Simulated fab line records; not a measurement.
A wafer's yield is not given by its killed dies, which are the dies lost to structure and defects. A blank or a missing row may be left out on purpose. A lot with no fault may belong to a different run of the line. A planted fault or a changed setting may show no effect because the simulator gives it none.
Shared-tool check | flow n5 finfet | Sampled: 8 lots, 24 wafers

WHAT PROMPTED THE OPENING
At N5_BEOL_M1_INSPECT_30 the reading raw defect count is flagged on 2 of 8 lots. Fault-free wafers read 391, with a standard deviation of 93.
Rule: a lot is flagged in two cases, either no wafer of it has a number, or all its wafers with numbers fall more than 4 standard deviations from that mean. As for the other lots, they are considered sound.

lot  | measured     | on                | raw defect count, wafer by wafer | flag
L173 | day 6 18:13  | defect inspect-01 | 259 338 566                      |
L179 | day 8 12:55  | defect inspect-02 | 269 351 375                      |
L181 | day 8 23:38  | defect inspect-01 | 1203 1290 1453                   | FLAGGED
L183 | day 9 18:21  | defect inspect-02 | 1429 1445 1421                   | FLAGGED
L185 | day 10 02:47 | defect inspect-02 | 405 368 587                      |
L186 | day 10 15:10 | defect inspect-01 | 479 409 463                      |
L188 | day 10 19:44 | defect inspect-01 | 324 390 234                      |
L190 | day 11 04:08 | defect inspect-01 | 294 319 398                      |
Average over the flagged lots: 1374; offset from the usual +982, equal to +11 standard deviations.

WHICH TOOL RAN EACH LOT
The record holds 2 process steps before the reading, out of a route of 1938 steps. Read each cell as the tool, then ch plus the chambers that the sampled wafers visited, then the start.
lot  | flag    | N5_BEOL_M1_ETCH_74                 | N5_BEOL_M1_STRIP_19
L173 |         | rie diel-03 ch 1,2,3, day 6 17:22  | rie diel-05 ch 0,2,3, day 6 17:44
L179 |         | rie diel-05 ch 1,2,3, day 8 11:52  | rie diel-05 ch 0,1,2, day 8 12:11
L181 | FLAGGED | rie diel-05 ch 0,1,3, day 8 22:42  | rie diel-05 ch 1,3, day 8 23:02
L183 | FLAGGED | rie diel-04 ch 0,3, day 9 17:25    | rie diel-05 ch 0,2,3, day 9 17:44
L185 |         | rie diel-03 ch 1,2,3, day 10 01:46 | rie diel-04 ch 0,2,3, day 10 02:11
L186 |         | rie diel-04 ch 0,1,2, day 10 14:14 | rie diel-04 ch 0,2, day 10 14:34
L188 |         | rie diel-03 ch 1,2,3, day 10 18:49 | rie diel-04 ch 0,1,2, day 10 19:08
L190 |         | rie diel-04 ch 0,2, day 11 03:20   | rie diel-03 ch 0,2, day 11 03:39
These steps, and what they do:
- N5_BEOL_M1_ETCH_74: etches underlayer in N2/H2, target depth 6.5 nm, time 5.2 s.
- N5_BEOL_M1_STRIP_19: strips in O2.
- N5_BEOL_M1_INSPECT_30: inspects for defects (brightfield).

FLAGGED OVER TOTAL, TOOL BY TOOL (the gauges that took the reading come last)
step                  | tool              | lots run | flagged | share of the flagged lots | sound lots run after its first flagged lot
N5_BEOL_M1_ETCH_74    | rie diel-03       | 3        | 0       | none                      | -
N5_BEOL_M1_ETCH_74    | rie diel-04       | 3        | 1       | some                      | 2 (L186,L190)
N5_BEOL_M1_ETCH_74    | rie diel-05       | 2        | 1       | some                      | 0
N5_BEOL_M1_STRIP_19   | rie diel-03       | 1        | 0       | none                      | -
N5_BEOL_M1_STRIP_19   | rie diel-04       | 3        | 0       | none                      | -
N5_BEOL_M1_STRIP_19   | rie diel-05       | 4        | 2       | all                       | 0
N5_BEOL_M1_INSPECT_30 | defect inspect-01 | 5        | 1       | some                      | 3 (L186,L188,L190)
N5_BEOL_M1_INSPECT_30 | defect inspect-02 | 3        | 1       | some                      | 1 (L185)

WHAT THE TABLE PERMITS
All flagged lots share 1 row of the table, namely rie diel-05 at N5_BEOL_M1_STRIP_19.
- rie diel-05 at N5_BEOL_M1_STRIP_19 ran 4 lots, 2 of them flagged. It ran its last sound lot, L179, at day 8 12:11 and its first flagged lot, L181, at day 8 23:02: a fault with its onset between the two fits.
Left over: one tool, rie diel-05 at N5_BEOL_M1_STRIP_19.

WHAT THE SIMULATOR HAD INSERTED
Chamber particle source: rie diel-05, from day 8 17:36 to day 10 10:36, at N5_BEOL_M1_STRIP_19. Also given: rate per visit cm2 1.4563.
Struck lots among those shown: L181, L183. The rule above reached the same finding.
